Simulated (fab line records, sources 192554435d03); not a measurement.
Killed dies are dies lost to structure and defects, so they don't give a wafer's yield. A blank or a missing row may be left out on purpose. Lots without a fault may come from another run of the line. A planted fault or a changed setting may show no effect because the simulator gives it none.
Which tool did it? | flow n5_finfet | 10 lots, 30 wafers sampled, at 1 step of a route of 1938

WHAT THE GAUGES READ, wafer by wafer
N5_SD_ACTIVATION_INSPECT_02: inspects for defects (darkfield).
lot  | measured    | on                | raw_defect_count
L075 | day 3 19:42 | defect_inspect-02 | 186 182 136
L077 | day 4 05:07 | defect_inspect-02 | 144 124 190
L079 | day 4 19:16 | defect_inspect-02 | 159 165 112
L081 | day 5 07:17 | defect_inspect-02 | 107 176 122
L084 | day 6 00:37 | defect_inspect-02 | 204 207 168
L086 | day 6 10:20 | defect_inspect-02 | 202 224 181
L089 | day 7 03:32 | defect_inspect-02 | 199 213 184
L092 | day 7 22:41 | defect_inspect-02 | 182 180 179
L093 | day 8 05:32 | defect_inspect-02 | 148 236 190
L096 | day 9 00:32 | defect_inspect-01 | 132 128 185

WHICH TOOL RAN EACH LOT (tool, then ch and the chambers of the sampled wafers, then the start)
The record holds no process step before these readings.

THE ANSWER, worked out from the rows above alone
Rule: what is usual is taken from the lots themselves. Put in order of their means at a reading, lots are off if they are a third of the lots or fewer, leave a main group of 4 or more, and stand apart from it by a gap of 3 or more times the standard deviation of the main group's means; of several such gaps the widest counts. A main group whose means are all the same, to the digits that the tables above print for the reading, isn't used. A lot without any number at a reading at which 4 lots or more have one is off too. The other lots that the step has rows for count as sound.
No lot is off at any reading shown: from this, nothing can be told.

WHAT THE SIMULATOR HAD PUT IN
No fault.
